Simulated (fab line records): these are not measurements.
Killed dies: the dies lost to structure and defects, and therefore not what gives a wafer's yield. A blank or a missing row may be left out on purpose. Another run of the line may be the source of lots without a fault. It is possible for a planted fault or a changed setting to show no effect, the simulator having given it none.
fab line records | flow n5Finfet | part 1 of 2: steps 1 to 22 of 30
record lots=5 | wafers=15 | lastDay=18
route steps=1938 shown BEOL_M12@1628
lots that met no fault: taken from a fault-free run of the same line
startH: hours from the record's opening day to when the first of the lot's shown wafers began | waitH: hours elapsed since this lot's preceding step | " identical to the entry in the row above | L1.1+2: several wafers, shown together as one row | - no value, or no start given | * or withheld: withheld | < > ~ a bound
route shown NAME@n: names a module that has steps shown in the file, with the first one's number in the route | usual: mean/standard deviation of fault-free wafers | same: alike in all rows | chamber/n: place in a boat | sites: per-site readings | _std_site: standard deviation across them | _edge_site: the outer-site mean with the inner-site mean subtracted | radiusMm: how far each site lies from the wafer's centre | mask NAME#n: copy n | behind: the most recent tool/chamber to have shaped the wafer | hold: reason for holding the lot/hours on hold/outcome of the hold | device: names the non-switching transistor (n, p or np) | end of line: at the end of the route, the tests of the same wafers | a step without rows: its recipe alone | killed: the dies lost at the first sort to structure and to defects; this is not the yield of the wafer | map: a wafer's dies, marking killed ones x, the rest . and places with no die _
set.NAME: the run value of the setting; set.NAME@STEP: its run value at that earlier step | model.NAME: the simulator's own value behind a step, which no gauge read
lots seen at some steps along the route; tables by step, rows by wafer
services: a tool's chamber out of use, with start hour (startH, from the record's first day; less than 0 if before it), hours out, and reason
## steps
# step N5_BEOL_M12_EXPOSE_25
# recipe maskId=M12 | na=0.93 | sourceShape=conventional | sigmaOuter=0.4 | polarization=unpolarized | doseMj=21.8
lot.wafer  | tool          | chamber | startH | waitH | mask
L078.3+5+6 | krfScanner-02 | 0       | 266.12 | -     | M12#0
L080.3+4+5 | krfScanner-02 | 0       | 281.79 | -     | M12#0
L091.1+2+3 | krfScanner-01 | 0       | 357.51 | -     | M12#0
L094.2+4+6 | krfScanner-02 | 0       | 387.63 | -     | M12#0
L096.1+2+4 | krfScanner-01 | 0       | 396.66 | -     | M12#0
# step N5_BEOL_M12_PEB_26
# recipe pebTempC=130 | pebTimeS=90
lot.wafer  | tool          | chamber | startH | waitH
L078.3+5+6 | lithoTrack-04 | 0       | 266.17 | 0.0
L080.3+4+5 | lithoTrack-03 | 0       | 281.83 | 0.0
L091.1+2+3 | lithoTrack-04 | 0       | 357.57 | 0.1
L094.2+4+6 | lithoTrack-03 | 0       | 387.68 | 0.0
L096.1+2+4 | lithoTrack-04 | 0       | 396.72 | 0.1
# step N5_BEOL_M12_DEVELOP_27
# recipe developTimeS=45 | rinseLiquid=diw | dry=airSpin | devTempC=21
lot.wafer  | tool          | chamber | startH | waitH
L078.3+5+6 | lithoTrack-04 | 0       | -      | -
L080.3+4+5 | lithoTrack-03 | 0       | -      | -
L091.1+2+3 | lithoTrack-04 | 0       | -      | -
L094.2+4+6 | lithoTrack-03 | 0       | -      | -
L096.1+2+4 | lithoTrack-04 | 0       | -      | -
# step N5_BEOL_M12_HARDBAKE_32
# recipe tempC=130 | timeS=120
lot.wafer  | tool          | chamber | startH | waitH
L078.3+5+6 | lithoTrack-04 | 0       | -      | -
L080.3+4+5 | lithoTrack-03 | 0       | -      | -
L091.1+2+3 | lithoTrack-04 | 0       | -      | -
L094.2+4+6 | lithoTrack-03 | 0       | -      | -
L096.1+2+4 | lithoTrack-04 | 0       | -      | -
# step N5_BEOL_M12_CD_MEAS_28
# recipe targetCdNm=160.2 | landingEnergyEv=500 | detector=seInlens | polarity=opening
# usual cdNm=161.3/2
lot.wafer | tool     | chamber | startH | waitH | cdNm
L078.3    | cdSem-01 | 0       | 266.29 | -     | 160.8
L078.5    | "        | 0       | "      | "     | 157.8
L078.6    | "        | 0       | "      | "     | 158.5
L080.3    | cdSem-02 | 0       | 281.95 | -     | 156.4
L080.4    | "        | 0       | "      | "     | 160.1
L080.5    | "        | 0       | "      | "     | 162.2
L091.1    | cdSem-01 | 0       | 357.69 | -     | 160.2
L091.2    | "        | 0       | "      | "     | 161.0
L091.3    | "        | 0       | "      | "     | 159.0
L094.2    | cdSem-02 | 0       | 387.79 | -     | 161.3
L094.4    | "        | 0       | "      | "     | 159.2
L094.6    | "        | 0       | "      | "     | 159.0
L096.1    | cdSem-02 | 0       | 396.84 | -     | 159.8
L096.2    | "        | 0       | "      | "     | 159.3
L096.4    | "        | 0       | "      | "     | 161.0
# step N5_BEOL_M12_OVL_MEAS_29
# recipe pointsPerWafer=44
# usual M12_OVL=3/5.1
lot.wafer | tool       | chamber | startH | waitH | M12_OVL[nm]
L078.3    | overlay-01 | 0       | 266.32 | 0.0   | 6
L078.5    | "          | 0       | "      | "     | 3
L078.6    | "          | 0       | "      | "     | 10
L080.3    | overlay-01 | 0       | 281.98 | 0.0   | 5
L080.4    | "          | 0       | "      | "     | 9
L080.5    | "          | 0       | "      | "     | 7
L091.1    | overlay-02 | 0       | 357.72 | 0.0   | -6
L091.2    | "          | 0       | "      | "     | -2
L091.3    | "          | 0       | "      | "     | -3
L094.2    | overlay-01 | 0       | 387.82 | 0.0   | 1
L094.4    | "          | 0       | "      | "     | 3
L094.6    | "          | 0       | "      | "     | -3
L096.1    | overlay-01 | 0       | 396.87 | 0.0   | -3
L096.2    | "          | 0       | "      | "     | -3
L096.4    | "          | 0       | "      | "     | -2
# step N5_BEOL_M12_INSPECT_30
# recipe mode=adi | inspectInstrument=macro
# usual rawDefectCount=2.1/1.3
lot.wafer | tool             | chamber | startH | waitH | rawDefectCount
L078.3    | defectInspect-02 | -       | 266.34 | 0.0   | 2
L078.5    | "                | -       | "      | "     | 1
L078.6    | "                | -       | "      | "     | 1
L080.3    | defectInspect-02 | -       | 282.00 | 0.0   | 2
L080.4    | "                | -       | "      | "     | 1
L080.5    | "                | -       | "      | "     | 5
L091.1    | defectInspect-01 | -       | 357.74 | 0.0   | 1
L091.2    | "                | -       | "      | "     | 2
L091.3    | "                | -       | "      | "     | 1
L094.2    | defectInspect-01 | -       | 387.85 | 0.0   | 1
L094.4    | "                | -       | "      | "     | 3
L094.6    | "                | -       | "      | "     | 4
L096.1    | defectInspect-01 | -       | 396.89 | 0.0   | 1
L096.2    | "                | -       | "      | "     | 1
L096.4    | "                | -       | "      | "     | 0
# step N5_BEOL_M12_DESCUM_33
# recipe chemistry=O2 | timeS=7.9 | sourcePowerW=50 | biasPowerW=20 | pressureMtorr=20 | rfFrequencyHz=2.712e+07 | tempC=40 | o2FlowSccm=225
# usual drypumpMotorCurrentA=5.5/0.45 | oesProductAu=0.78/0.071 | rfFwdPowerW=49.34/0.25 | rfVppV=243.2/1.4 | showerheadPlenumPTorr=2.10/0.073 | throttleValvePct=20.45/0.18
lot.wafer | tool       | chamber | startH | waitH | drypumpMotorCurrentA | oesProductAu | rfFwdPowerW | rfHoursCounterH | rfVppV | showerheadPlenumPTorr | throttleValvePct
L078.3    | rieDiel-01 | 0       | 266.72 | 0.4   | 6.3                  | 0.73         | 49.74       | 157             | 242.3  | 2.02                  | 20.70
L078.5    | "          | 1       | "      | "     | 5.7                  | 0.77         | 49.21       | -               | 242.5  | 2.02                  | 20.24
L078.6    | "          | 0       | "      | "     | 6.2                  | 0.73         | 49.49       | -               | 242.0  | 2.02                  | 20.70
L080.3    | rieDiel-01 | 2       | 282.14 | 0.1   | 5.6                  | 0.77         | 49.70       | 126             | 243.3  | 2.11                  | 20.36
L080.4    | "          | 0       | "      | "     | 6.2                  | 0.73         | 49.68       | 163             | 243.7  | 2.02                  | 20.71
L080.5    | "          | 1       | "      | "     | 5.8                  | 0.76         | 49.10       | -               | 242.6  | 2.02                  | 20.24
L091.1    | rieDiel-01 | 2       | 357.78 | 0.0   | 5.6                  | 0.74         | 49.62       | 151             | 241.7  | 2.10                  | 20.39
L091.2    | "          | 3       | "      | "     | 5.4                  | 0.70         | 49.04       | 192             | 240.2  | 2.00                  | 20.74
L091.3    | "          | 0       | "      | "     | 6.3                  | 0.71         | 49.47       | 187             | 240.9  | 2.01                  | 20.75
L094.2    | rieDiel-01 | 0       | 387.96 | 0.1   | 6.2                  | 0.71         | 49.59       | 199             | 241.1  | 2.01                  | 20.75
L094.4    | "          | 3       | "      | "     | 5.4                  | 0.70         | 49.10       | 202             | 241.0  | 2.00                  | 20.74
L094.6    | "          | 0       | "      | "     | 6.2                  | 0.71         | 49.60       | -               | 240.6  | 2.01                  | 20.77
L096.1    | rieDiel-02 | 0       | 396.93 | 0.0   | 6.1                  | 0.72         | 49.16       | 199             | 241.6  | 1.97                  | 20.41
L096.2    | "          | 3       | "      | "     | 4.9                  | 0.76         | 49.54       | 118             | 243.1  | 2.13                  | 20.76
L096.4    | "          | 2       | "      | "     | 5.8                  | 0.71         | 49.28       | 177             | 244.6  | 2.14                  | 20.26
# step N5_BEOL_M12_ETCH_67
# recipe chemistry=CF4 | target=SiARC | targetDepthA=1430 | timeS=238.3 | ionEnergyEv=80 | pressureMtorr=40 | sourceW=545 | biasW=36 | Ar_flow_sccm=100 | cf4FlowSccm=100 | ends=cleared
# usual drypumpMotorCurrentA=5.5/0.45 | etchRfOnTimeS=236/8.4 | oesProductAu=0.67/0.066 | rfFwdPowerW=543.0/1.6 | rfVppV=184.0/1.2 | showerheadPlenumPTorr=2.14/0.069 | throttleValvePct=15.62/0.19
lot.wafer | tool       | chamber | startH | waitH | drypumpMotorCurrentA | etchRfOnTimeS | oesProductAu | rfFwdPowerW | rfHoursCounterH | rfVppV | showerheadPlenumPTorr | throttleValvePct
L078.3    | rieDiel-01 | 0       | 266.75 | 0.0   | 6.2                  | 233           | 0.63         | 544.3       | 157             | 183.3  | 2.05                  | 15.82
L078.5    | "          | 1       | "      | "     | 5.8                  | 244           | 0.65         | 540.4       | -               | 183.9  | 2.07                  | 15.51
L078.6    | "          | 0       | "      | "     | 6.3                  | 232           | 0.63         | 543.0       | -               | 182.8  | 2.05                  | 15.78
L080.3    | rieDiel-01 | 2       | 282.18 | 0.0   | 5.6                  | 233           | 0.66         | 544.0       | 126             | 184.2  | 2.13                  | 15.45
L080.4    | "          | 0       | "      | "     | 6.2                  | 228           | 0.63         | 542.0       | 163             | 184.0  | 2.05                  | 15.81
L080.5    | "          | 1       | "      | "     | 5.7                  | 244           | 0.65         | 542.9       | -               | 184.0  | 2.07                  | 15.50
L091.1    | rieDiel-01 | 2       | 357.81 | 0.0   | 5.6                  | 235           | 0.64         | 544.7       | 151             | 184.1  | 2.12                  | 15.50
L091.2    | "          | 3       | "      | "     | 5.4                  | 239           | 0.61         | 543.5       | 192             | 181.7  | 2.06                  | 15.94
L091.3    | "          | 0       | "      | "     | 6.2                  | 229           | 0.62         | 543.6       | 187             | 183.3  | 2.04                  | 15.85
L094.2    | rieDiel-01 | 0       | 387.99 | 0.0   | 6.2                  | 234           | 0.61         | 545.3       | 199             | 182.4  | 2.04                  | 15.90
L094.4    | "          | 3       | "      | "     | 5.4                  | 238           | 0.60         | 539.8       | 202             | 184.0  | 2.05                  | 15.97
L094.6    | "          | 0       | "      | "     | 6.2                  | 235           | 0.61         | 544.5       | -               | 183.2  | 2.04                  | 15.88
L096.1    | rieDiel-02 | 0       | 396.96 | 0.0   | 6.1                  | 238           | 0.62         | 540.8       | 199             | 182.1  | 2.03                  | 15.77
L096.2    | "          | 3       | "      | "     | 4.9                  | 234           | 0.67         | 542.0       | 118             | 184.2  | 2.14                  | 15.66
L096.4    | "          | 2       | "      | "     | 5.8                  | 256           | 0.59         | 542.7       | 177             | 185.4  | 2.24                  | 15.70
# step N5_BEOL_M12_ETCH_68
# recipe chemistry=N2/H2 | target=SOC | maskMaterial=SiARC | sourceW=3000 | biasW=350 | tempC=40 | timeS=285 | ionEnergyEv=200 | pressureMtorr=30 | n2FlowSccm=200 | h2FlowSccm=200
# usual drypumpMotorCurrentA=5.5/0.45 | h2FlowSccm=200.0/0.63 | oesProductAu=0.78/0.07 | rfFwdPowerW=2994/9.8 | rfVppV=523.7/2.6 | showerheadPlenumPTorr=2.55/0.1 | throttleValvePct=17.84/0.21
lot.wafer | tool       | chamber | startH | waitH | drypumpMotorCurrentA | h2FlowSccm | oesProductAu | rfFwdPowerW | rfHoursCounterH | rfVppV | showerheadPlenumPTorr | throttleValvePct
L078.3    | rieDiel-01 | 0       | 266.90 | 0.1   | 6.3                  | 199.5      | 0.74         | 2986        | 157             | 520.6  | 2.41                  | 17.79
L078.5    | "          | 1       | "      | "     | 5.8                  | 199.6      | 0.77         | 3000        | -               | 520.6  | 2.42                  | 17.42
L078.6    | "          | 0       | "      | "     | 6.3                  | 199.1      | 0.73         | 3008        | -               | 520.0  | 2.41                  | 17.80
L080.3    | rieDiel-01 | 2       | 282.32 | 0.1   | 5.6                  | 200.2      | 0.76         | 2987        | 126             | 522.8  | 2.55                  | 17.68
L080.4    | "          | 0       | "      | "     | 6.2                  | 200.3      | 0.75         | 3017        | 163             | 520.7  | 2.41                  | 17.81
L080.5    | "          | 1       | "      | "     | 5.8                  | 199.5      | 0.77         | 2975        | -               | 520.4  | 2.42                  | 17.44
L091.1    | rieDiel-01 | 2       | 357.96 | 0.1   | 5.6                  | 199.7      | 0.73         | 3001        | 151             | 524.2  | 2.54                  | 17.70
L091.2    | "          | 3       | "      | "     | 5.4                  | 200.0      | 0.70         | 2986        | 192             | 520.5  | 2.44                  | 18.15
L091.3    | "          | 0       | "      | "     | 6.3                  | 199.8      | 0.72         | 3012        | 187             | 521.5  | 2.40                  | 17.86
L094.2    | rieDiel-01 | 0       | 388.14 | 0.1   | 6.2                  | 201.0      | 0.71         | 2981        | 199             | 521.1  | 2.39                  | 17.87
L094.4    | "          | 3       | "      | "     | 5.5                  | 200.6      | 0.71         | 2981        | 202             | 519.5  | 2.44                  | 18.18
L094.6    | "          | 0       | "      | "     | 6.3                  | 200.5      | 0.71         | 2997        | -               | 521.6  | 2.39                  | 17.86
L096.1    | rieDiel-02 | 0       | 397.11 | 0.1   | 6.1                  | 200.8      | 0.73         | 2995        | 199             | 520.2  | 2.40                  | 17.85
L096.2    | "          | 3       | "      | "     | 4.9                  | 200.3      | 0.77         | 2982        | 118             | 524.6  | 2.59                  | 18.08
L096.4    | "          | 2       | "      | "     | 5.8                  | 201.2      | 0.71         | 3001        | 177             | 527.0  | 2.66                  | 18.04
# step N5_BEOL_M12_STRIP_69
# recipe chemistry=N2/H2 | tempC=40 | n2FlowSccm=200 | h2FlowSccm=200 | rfFrequencyHz=6e+07
lot.wafer  | tool       | chamber | startH | waitH
L078.3+5+6 | rieDiel-01 | 0,1,0   | 267.07 | 0.1
L080.3+4+5 | rieDiel-01 | 2,0,1   | 282.50 | 0.1
L091.1+2+3 | rieDiel-01 | 2,3,0   | 358.13 | 0.1
L094.2+4+6 | rieDiel-01 | 0,3,0   | 388.31 | 0.1
L096.1+2+4 | rieDiel-02 | 0,3,2   | 397.28 | 0.1
# step N5_BEOL_M12_TRENCH_ETCH_34
# recipe chemistry=C4F8/O2/Ar | target=SiOC | targetDepthA=3189.5 | maskMaterial=SOC | pressureMtorr=30 | sourceW=3000 | biasW=700 | Ar_flow_sccm=400 | C4F8_flow_sccm=15 | O2_flow_sccm=8 | heInnerTorr=15 | heOuterTorr=30 | timeS=125.5 | ionEnergyEv=250
# usual C4F8_flow_sccm=14.99/0.04 | drypumpMotorCurrentA=5.5/0.45 | heInnerTorr=14.999/0.027 | oesProductAu=0.78/0.07 | rfFwdPowerW=2987/10 | rfVppV=666/3.2 | showerheadPlenumPTorr=3.42/0.11 | throttleValvePct=24.21/0.22
lot.wafer | tool       | chamber | startH | waitH | C4F8_flow_sccm | drypumpMotorCurrentA | heInnerTorr | oesProductAu | rfFwdPowerW | rfHoursCounterH | rfVppV | showerheadPlenumPTorr | throttleValvePct
L078.3    | rieDiel-01 | 0       | 267.08 | 0.0   | 15.03          | 6.2                  | 15.034      | 0.75         | 2991        | 158             | 662    | 3.25                  | 24.21
L078.5    | "          | 1       | "      | "     | 14.98          | 5.8                  | 14.977      | 0.78         | 3004        | -               | 662    | 3.32                  | 24.12
L078.6    | "          | 0       | "      | "     | 14.98          | 6.2                  | 15.040      | 0.74         | 2991        | -               | 662    | 3.25                  | 24.20
L080.3    | rieDiel-01 | 2       | 282.51 | 0.0   | 15.00          | 5.6                  | 14.995      | 0.75         | 2983        | 126             | 666    | 3.38                  | 23.86
L080.4    | "          | 0       | "      | "     | 15.10          | 6.3                  | 15.007      | 0.74         | 2982        | 163             | 662    | 3.25                  | 24.20
L080.5    | "          | 1       | "      | "     | 14.98          | 5.8                  | 15.032      | 0.76         | 2981        | -               | 661    | 3.32                  | 24.12
L091.1    | rieDiel-01 | 2       | 358.14 | 0.0   | 14.91          | 5.6                  | 14.974      | 0.73         | 3003        | 151             | 667    | 3.37                  | 23.86
L091.2    | "          | 3       | "      | "     | 15.02          | 5.4                  | 15.002      | 0.71         | 2996        | 192             | 661    | 3.28                  | 24.52
L091.3    | "          | 0       | "      | "     | 15.00          | 6.3                  | 14.979      | 0.72         | 2982        | 187             | 662    | 3.24                  | 24.24
L094.2    | rieDiel-01 | 0       | 388.32 | 0.0   | 14.98          | 6.3                  | 14.949      | 0.70         | 2980        | 199             | 661    | 3.23                  | 24.25
L094.4    | "          | 3       | "      | "     | 14.96          | 5.4                  | 14.984      | 0.70         | 2980        | 202             | 661    | 3.28                  | 24.56
L094.6    | "          | 0       | "      | "     | 15.01          | 6.3                  | 15.025      | 0.71         | 2980        | -               | 661    | 3.23                  | 24.25
L096.1    | rieDiel-02 | 0       | 397.29 | 0.0   | 15.01          | 6.1                  | 14.985      | 0.73         | 2982        | 199             | 661    | 3.23                  | 24.18
L096.2    | "          | 3       | "      | "     | 14.95          | 4.9                  | 15.071      | 0.77         | 2998        | 118             | 665    | 3.41                  | 24.19
L096.4    | "          | 2       | "      | "     | 14.98          | 5.8                  | 15.012      | 0.70         | 2993        | 177             | 669    | 3.58                  | 24.40
# step N5_BEOL_M12_STRIP_70
# recipe chemistry=C4F8/O2/Ar | resist=SiARC | rfFrequencyHz=6e+07
lot.wafer  | tool       | chamber | startH | waitH
L078.3+5+6 | rieDiel-01 | 0,1,0   | 267.20 | 0.1
L080.3+4+5 | rieDiel-01 | 2,0,1   | 282.62 | 0.1
L091.1+2+3 | rieDiel-01 | 2,3,0   | 358.26 | 0.1
L094.2+4+6 | rieDiel-01 | 0,3,0   | 388.43 | 0.1
L096.1+2+4 | rieDiel-02 | 0,3,2   | 397.40 | 0.1
# step N5_BEOL_M12_OCD_MEAS_35
# usual trenchDepthNm=321/5.4
lot.wafer | tool   | chamber | startH | waitH | trenchDepthNm
L078.3    | ocd-01 | -       | 267.24 | 0.0   | 327
L078.5    | "      | -       | "      | "     | 319
L078.6    | "      | -       | "      | "     | 328
L080.3    | ocd-02 | -       | 282.66 | 0.0   | 313
L080.4    | "      | -       | "      | "     | 328
L080.5    | "      | -       | "      | "     | 317
L091.1    | ocd-01 | -       | 358.30 | 0.0   | 311
L091.2    | "      | -       | "      | "     | 317
L091.3    | "      | -       | "      | "     | 328
L094.2    | ocd-02 | -       | 388.47 | 0.0   | 321
L094.4    | "      | -       | "      | "     | 318
L094.6    | "      | -       | "      | "     | 322
L096.1    | ocd-01 | -       | 397.44 | 0.0   | 317
L096.2    | "      | -       | "      | "     | 316
L096.4    | "      | -       | "      | "     | 308
# step N5_BEOL_M12_STRIP_37
# recipe chemistry=N2/H2 | powerW=1000 | tempC=250 | h2Frac=0.65 | overashFraction=0.3 | pressureMtorr=withheld | n2FlowSccm=1750 | h2FlowSccm=3250
# usual drypumpMotorCurrentA=5.6/0.31 | h2FlowSccm=3249/10 | heaterPowerW=327/12 | oesProductAu=0.791/0.01
lot.wafer | tool           | chamber | startH | waitH | drypumpMotorCurrentA | h2FlowSccm | heaterPowerW | oesProductAu | rfHoursCounterH
L078.3    | plasmaAsher-02 | 1       | 267.29 | 0.1   | 5.5                  | 3249       | 322          | 0.778        | -
L078.5    | "              | 0       | "      | "     | 5.3                  | 3264       | 334          | 0.785        | -
L078.6    | "              | 1       | "      | "     | 5.5                  | 3256       | 315          | 0.807        | -
L080.3    | plasmaAsher-02 | 0       | 282.72 | 0.1   | 5.3                  | 3245       | 340          | 0.794        | -
L080.4    | "              | 1       | "      | "     | 5.5                  | 3246       | 311          | 0.791        | -
L080.5    | "              | 0       | "      | "     | 5.3                  | 3249       | 338          | 0.788        | -
L091.1    | plasmaAsher-02 | 0       | 358.66 | 0.4   | 5.3                  | 3229       | 345          | 0.816        | 93
L091.2    | "              | 1       | "      | "     | 5.5                  | 3249       | 311          | 0.796        | 93
L091.3    | "              | 1       | "      | "     | 5.5                  | 3269       | 315          | 0.793        | -
L094.2    | plasmaAsher-01 | 1       | 388.51 | 0.0   | 5.7                  | 3251       | 322          | 0.799        | 146
L094.4    | "              | 1       | "      | "     | 5.7                  | 3267       | 313          | 0.795        | -
L094.6    | "              | 0       | "      | "     | 6.1                  | 3244       | 334          | 0.790        | -
L096.1    | plasmaAsher-01 | 1       | 397.72 | 0.3   | 5.7                  | 3248       | 326          | 0.800        | 146
L096.2    | "              | 0       | "      | "     | 6.2                  | 3247       | 328          | 0.785        | 146
L096.4    | "              | 0       | "      | "     | 6.2                  | 3243       | 329          | 0.809        | -
# step N5_BEOL_M12_ETCH_38
# recipe chemistry=CF4/N2 | target=SiCN | targetDepthA=687 | taperDeg=2 | timeS=73.4 | ionEnergyEv=150 | maskMaterial=SiO2 | pressureMtorr=40 | sourceW=430 | biasW=70 | Ar_flow_sccm=100 | cf4FlowSccm=60 | n2FlowSccm=60
# usual drypumpMotorCurrentA=5.5/0.41 | oesProductAu=0.78/0.082 | rfFwdPowerW=427.9/1.4 | rfVppV=382.4/2 | showerheadPlenumPTorr=2.22/0.076 | throttleValvePct=15.45/0.2
lot.wafer | tool       | chamber | startH | waitH | drypumpMotorCurrentA | oesProductAu | rfFwdPowerW | rfHoursCounterH | rfVppV | showerheadPlenumPTorr | throttleValvePct
L078.3    | rieDiel-01 | 2       | 268.54 | -     | 5.6                  | 0.77         | 429.3       | 121             | 382.3  | 2.20                  | 15.28
L078.5    | "          | 3       | "      | "     | 5.4                  | 0.73         | 426.7       | -               | 379.3  | 2.13                  | 15.73
L078.6    | "          | 0       | "      | "     | 6.3                  | 0.75         | 430.7       | -               | 379.2  | 2.11                  | 15.60
L080.3    | rieDiel-02 | 3       | 285.71 | -     | 4.9                  | 0.81         | 428.6       | 85              | 382.2  | 2.23                  | 15.47
L080.4    | "          | 1       | "      | "     | 5.2                  | 0.73         | 428.7       | 163             | 382.8  | 2.20                  | 15.45
L080.5    | "          | 1       | "      | "     | 5.2                  | 0.73         | 427.3       | -               | 382.6  | 2.20                  | 15.45
L091.1    | rieDiel-04 | 3       | 359.12 | -     | 5.7                  | 0.96         | 426.0       | 9               | 384.7  | 2.26                  | 15.16
L091.2    | "          | 1       | "      | "     | 5.8                  | 0.73         | 427.7       | 177             | 381.8  | 2.21                  | 15.51
L091.3    | "          | 0       | "      | "     | 5.6                  | 0.89         | 428.2       | 56              | 386.4  | 2.32                  | 15.11
L094.2    | rieDiel-01 | 0       | 390.51 | -     | 6.3                  | 0.71         | 429.6       | 200             | 380.0  | 2.09                  | 15.69
L094.4    | "          | 2       | "      | "     | 5.6                  | 0.73         | 427.1       | 162             | 381.6  | 2.18                  | 15.35
L094.6    | "          | 1       | "      | "     | 5.7                  | 0.72         | 426.6       | -               | 378.7  | 2.11                  | 15.39
L096.1    | rieDiel-04 | 3       | 398.75 | -     | 5.6                  | 0.90         | 425.9       | 22              | 382.8  | 2.25                  | 15.17
L096.2    | "          | 0       | "      | "     | 5.6                  | 0.87         | 426.7       | 67              | 386.2  | 2.32                  | 15.14
L096.4    | "          | 2       | "      | "     | 4.7                  | 0.81         | 427.5       | 99              | 381.3  | 2.24                  | 15.63
# step N5_BEOL_M12_PRECLEAN_39
# recipe chemistry=residueRemover | timeS=60 | tempC=40
lot.wafer  | tool        | chamber | startH | waitH
L078.3+5+6 | wetBench-04 | 4,1,2   | 268.67 | 0.1
L080.3+4+5 | wetBench-04 | 6,5,7   | 285.85 | 0.1
L091.1+2+3 | wetBench-04 | 1,0,2   | 359.25 | 0.1
L094.2+4+6 | wetBench-04 | 0,5,1   | 390.64 | 0.1
L096.1+2+4 | wetBench-05 | 5,2,4   | 398.88 | 0.1
# step N5_BEOL_M12_SRD_40
# recipe timeS=30 | tempC=23 | rinseLiquid=diw | dry=n2Spin | spinRpm=1500 | dryTimeS=30
lot.wafer  | tool        | chamber | startH | waitH
L078.3+5+6 | wetBench-04 | 4,1,2   | 268.69 | 0.0
L080.3+4+5 | wetBench-04 | 6,5,7   | 285.87 | 0.0
L091.1+2+3 | wetBench-04 | 1,0,2   | 359.27 | 0.0
L094.2+4+6 | wetBench-04 | 0,5,1   | 390.66 | 0.0
L096.1+2+4 | wetBench-05 | 5,2,4   | 398.90 | 0.0
# step N5_BEOL_M12_DEGAS_41
# recipe ambient=vacuum | tempC=250 | timeS=60
# usual heaterPowerW=333/33
lot.wafer | tool          | chamber | startH | waitH | heaterPowerW
L078.3    | pvdSputter-02 | -       | 268.90 | 0.2   | 394
L078.5    | "             | -       | "      | "     | 375
L078.6    | "             | -       | "      | "     | 339
L080.3    | pvdSputter-03 | -       | 286.13 | 0.2   | 295
L080.4    | "             | -       | "      | "     | 266
L080.5    | "             | -       | "      | "     | 264
L091.1    | pvdSputter-02 | -       | 359.41 | 0.1   | 394
L091.2    | "             | -       | "      | "     | 344
L091.3    | "             | -       | "      | "     | 318
L094.2    | pvdSputter-01 | -       | 390.96 | 0.3   | 360
L094.4    | "             | -       | "      | "     | 300
L094.6    | "             | -       | "      | "     | 306
L096.1    | pvdSputter-01 | -       | 399.10 | 0.2   | 363
L096.2    | "             | -       | "      | "     | 337
L096.4    | "             | -       | "      | "     | 301
# step N5_BEOL_M12_PRE_CLEAN_42
# recipe gas=H2/He | timeS=30 | tempC=250
# usual heaterPowerW=333/34
lot.wafer | tool          | chamber | startH | waitH | heaterPowerW
L078.3    | pvdSputter-02 | -       | 268.94 | 0.0   | 406
L078.5    | "             | -       | "      | "     | 358
L078.6    | "             | -       | "      | "     | 339
L080.3    | pvdSputter-03 | -       | 286.17 | 0.0   | 299
L080.4    | "             | -       | "      | "     | 268
L080.5    | "             | -       | "      | "     | 265
L091.1    | pvdSputter-02 | -       | 359.45 | 0.0   | 386
L091.2    | "             | -       | "      | "     | 342
L091.3    | "             | -       | "      | "     | 316
L094.2    | pvdSputter-01 | -       | 391.00 | 0.0   | 364
L094.4    | "             | -       | "      | "     | 302
L094.6    | "             | -       | "      | "     | 300
L096.1    | pvdSputter-01 | -       | 399.14 | 0.0   | 361
L096.2    | "             | -       | "      | "     | 335
L096.4    | "             | -       | "      | "     | 297
# step N5_BEOL_M12_SPUTTER_43
# recipe material=TaN | targetThkA=150 | tempC=50 | biasV=168.6 | powerW=15000 | chamberPressurePa=0.12 | timeS=24.19
# usual throttleValvePct=30.0/1
lot.wafer | tool          | chamber | startH | waitH | throttleValvePct
L078.3    | pvdSputter-02 | -       | 268.98 | 0.0   | 28.3
L078.5    | "             | -       | "      | "     | 30.5
L078.6    | "             | -       | "      | "     | 31.0
L080.3    | pvdSputter-03 | -       | 286.21 | 0.0   | 30.5
L080.4    | "             | -       | "      | "     | 30.0
L080.5    | "             | -       | "      | "     | 30.4
L091.1    | pvdSputter-02 | -       | 359.49 | 0.0   | 28.2
L091.2    | "             | -       | "      | "     | 31.0
L091.3    | "             | -       | "      | "     | 29.8
L094.2    | pvdSputter-01 | -       | 391.04 | 0.0   | 30.7
L094.4    | "             | -       | "      | "     | 30.0
L094.6    | "             | -       | "      | "     | 28.2
L096.1    | pvdSputter-01 | -       | 399.18 | 0.0   | 30.9
L096.2    | "             | -       | "      | "     | 30.4
L096.4    | "             | -       | "      | "     | 30.2
# step N5_BEOL_M12_SPUTTER_44
# recipe material=Ta | targetThkA=100 | tempC=50 | biasV=80 | powerW=15000 | chamberPressurePa=0.07 | timeS=16.13
# usual throttleValvePct=30.0/1
lot.wafer | tool          | chamber | startH | waitH | throttleValvePct
L078.3    | pvdSputter-02 | -       | 269.06 | 0.0   | 28.2
L078.5    | "             | -       | "      | "     | 30.4
L078.6    | "             | -       | "      | "     | 31.0
L080.3    | pvdSputter-03 | -       | 286.29 | 0.0   | 30.3
L080.4    | "             | -       | "      | "     | 30.1
L080.5    | "             | -       | "      | "     | 30.3
L091.1    | pvdSputter-02 | -       | 359.57 | 0.0   | 28.5
L091.2    | "             | -       | "      | "     | 31.0
L091.3    | "             | -       | "      | "     | 29.7
L094.2    | pvdSputter-01 | -       | 391.12 | 0.0   | 30.8
L094.4    | "             | -       | "      | "     | 29.9
L094.6    | "             | -       | "      | "     | 28.2
L096.1    | pvdSputter-01 | -       | 399.26 | 0.0   | 30.9
L096.2    | "             | -       | "      | "     | 30.5
L096.4    | "             | -       | "      | "     | 29.9
